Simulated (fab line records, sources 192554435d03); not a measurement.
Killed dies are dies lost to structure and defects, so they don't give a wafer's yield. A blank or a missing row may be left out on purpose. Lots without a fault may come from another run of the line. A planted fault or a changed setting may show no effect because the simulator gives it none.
Split-lot experiment | flow n5_finfet | 7 lots, 39 wafers read, on a route of 1938 steps

THE SPLIT
At N5_MOL_CONTACT_COAG_VIA_ETCH_46 (etches SiO2 in C4F6/O2, target depth 46 nm, overetch 9.2 nm, time 40 s), the setting target_depth_a was moved away from the recipe's 460 angstrom on 15 of the 39 wafers read, by -51.3% to +43.7%. The other wafers ran this setting at the recipe's value.

The reading is taken at the split's own step.

THE READING
SOC_of_MOL_CONTACT_COAG_COAT_75.thk_nm (the simulator's own value, which no gauge read), in nm, at N5_MOL_CONTACT_COAG_VIA_ETCH_46 (etches SiO2 in C4F6/O2, target depth 46 nm, overetch 9.2 nm, time 40 s). The file gives no usual value for it. The 24 wafers here that ran the recipe average 50.9 nm, standard deviation 0.15 nm.

wafer  | tool, chamber at the split | target_depth_a as run, angstrom | against the recipe | SOC_of_MOL_CONTACT_COAG_COAT_75.thk_nm, nm | against lot-mates on the recipe
L074.1 | rie_diel-04, 2             | 661.1                           | +43.7%             | 49.2                                       | -1.7
L074.2 | rie_diel-04, 0             | 460                             | recipe             | 51                                         | -
L074.3 | rie_diel-04, 1             | 460                             | recipe             | 50.8                                       | -
L074.4 | rie_diel-04, 3             | 661.1                           | +43.7%             | 48.4                                       | -2.5
L074.5 | rie_diel-04, 1             | 460                             | recipe             | 50.8                                       | -
L074.6 | rie_diel-04, 0             | 661.1                           | +43.7%             | 48.8                                       | -2.1
L076.1 | rie_diel-01, 0             | 281.6                           | -38.8%             | 52.8                                       | +2.0
L076.2 | rie_diel-01, 1             | 281.6                           | -38.8%             | 53.2                                       | +2.4
L076.3 | rie_diel-01, 2             | 460                             | recipe             | 50.8                                       | -
L076.4 | rie_diel-01, 3             | 281.6                           | -38.8%             | 53                                         | +2.2
L076.5 | rie_diel-01, 3             | 460                             | recipe             | 50.8                                       | -
L076.6 | rie_diel-01, 2             | 460                             | recipe             | 50.8                                       | -
L080.1 | rie_diel-05, 1             | 224                             | -51.3%             | 53.8                                       | +2.9
L080.2 | rie_diel-05, 3             | 460                             | recipe             | 50.8                                       | -
L080.3 | rie_diel-05, 2             | 460                             | recipe             | 51                                         | -
L080.4 | rie_diel-05, 0             | 224                             | -51.3%             | 53.8                                       | +2.9
L080.5 | rie_diel-05, 1             | 460                             | recipe             | 50.8                                       | -
L080.6 | rie_diel-05, 2             | 224                             | -51.3%             | 54                                         | +3.1
L090.1 | rie_diel-04, 2             | 460                             | recipe             | 51.4                                       | -
L090.2 | rie_diel-04, 0             | 460                             | recipe             | 51                                         | -
L090.3 | rie_diel-04, 3             | 460                             | recipe             | 50.8                                       | -
L090.4 | rie_diel-04, 1             | 460                             | recipe             | 51                                         | -
L090.5 | rie_diel-04, 3             | 460                             | recipe             | 50.8                                       | -
L090.6 | rie_diel-04, 0             | 460                             | recipe             | 51                                         | -
L091.1 | rie_diel-04, 0             | 382.6                           | -16.8%             | 51.8                                       | +0.9
L091.2 | rie_diel-04, 1             | 460                             | recipe             | 51                                         | -
L091.3 | rie_diel-04, 2             | 382.6                           | -16.8%             | 52.2                                       | +1.3
L091.4 | rie_diel-04, 3             | 460                             | recipe             | 50.8                                       | -
L091.5 | rie_diel-04, 2             | 382.6                           | -16.8%             | 52.2                                       | +1.3
L091.6 | rie_diel-04, 3             | 460                             | recipe             | 51                                         | -
L093.1 | rie_diel-05, 1             | 460                             | recipe             | 51                                         | -
L093.2 | rie_diel-05, 3             | 460                             | recipe             | 51                                         | -
L093.3 | rie_diel-05, 2             | 239.2                           | -48.0%             | 53.4                                       | +2.5
L093.4 | rie_diel-05, 0             | 460                             | recipe             | 50.8                                       | -
L093.5 | rie_diel-05, 2             | 239.2                           | -48.0%             | 53.4                                       | +2.5
L093.6 | rie_diel-05, 1             | 239.2                           | -48.0%             | 53.8                                       | +2.9
L096.1 | rie_diel-05, 3             | 460                             | recipe             | 51                                         | -
L096.4 | rie_diel-05, 1             | 460                             | recipe             | 51                                         | -
L096.5 | rie_diel-05, 3             | 460                             | recipe             | 51.2                                       | -

THE FIT
A straight line over all 39 wafers: SOC_of_MOL_CONTACT_COAG_COAT_75.thk_nm changes by -0.0535 nm for each +1% of target_depth_a; r = -0.99; the points scatter about the line by 0.2 nm.
The same after taking each lot's own level away (the mean of its wafers on the recipe; 39 wafers): -0.054 nm for each +1%; r = -0.99; scatter 0.2 nm.
On that fit, the largest move of target_depth_a shifts the reading by 2.8 nm.
The lots' own levels span 50.80 to 51.07 nm, that is 1.8 times the standard deviation above.
So the lot-to-lot level changes the slope little: the two slopes agree.
Check: with one of the wafers moved furthest among these (-51.3%) left out of the fit, the line predicts +2.82 nm for it against its lot-mates. It came out at +2.93 nm against them.

OTHER SPLITS ON THESE WAFERS
These wafers also went through other splits before the reading. Each is held against what the fit with the lots' levels taken away leaves over:
other split on the same wafers        | wafers away from the commonest value | r with SOC_of_MOL_CONTACT_COAG_COAT_75.thk_nm (lot level and that fit taken away)
N5_FIN_SAQP_HM_DEP_03 target_thk_a    | 6                                    | +0.09
N5_DUMMY_GATE_CVD_03 target_thk_a     | 24                                   | -0.03
N5_HKMG_FIN_DEVELOP_11 develop_time_s | 18                                   | +0.01

THE WHOLE CHAIN: every reading that the file lists as answering this split, in the file's order
step                            | what it does                                                           | reading                                                                                 | change (the file's fit)                                                                       | r (the file's)
N5_MOL_CONTACT_COAG_VIA_ETCH_46 | etches SiO2 in C4F6/O2, target depth 46 nm, overetch 9.2 nm, time 40 s | etch.depth_nm (the simulator's own value, which no gauge read)                          | not straight: 31.4 at the lowest setting, 45.73 at the recipe, 47.05 at the highest           | not given
N5_MOL_CONTACT_COAG_VIA_ETCH_46 | etches SiO2 in C4F6/O2, target depth 46 nm, overetch 9.2 nm, time 40 s | SOC_of_MOL_CONTACT_COAG_COAT_75.thk_nm (the simulator's own value, which no gauge read) | -0.0548 nm for each +1% of the setting                                                        | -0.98
N5_MOL_CONTACT_COAG_ETCH_47     | etches SiNx in CH3F/O2, stops on W, target depth 27 nm                 | etch_rf_on_time_s                                                                       | not straight: withheld at the lowest setting, withheld at the recipe, withheld at the highest | not given
N5_MOL_CONTACT_COAG_ETCH_47     | etches SiNx in CH3F/O2, stops on W, target depth 27 nm                 | etch.over_etch_s (the simulator's own value, which no gauge read)                       | not straight: 0 at the lowest setting, 5.209 at the recipe, 5.228 at the highest              | not given

THE FILE'S OWN FIT
SOC_of_MOL_CONTACT_COAG_COAT_75.thk_nm changes by -0.0548 nm for each +1% of target_depth_a, r = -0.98.
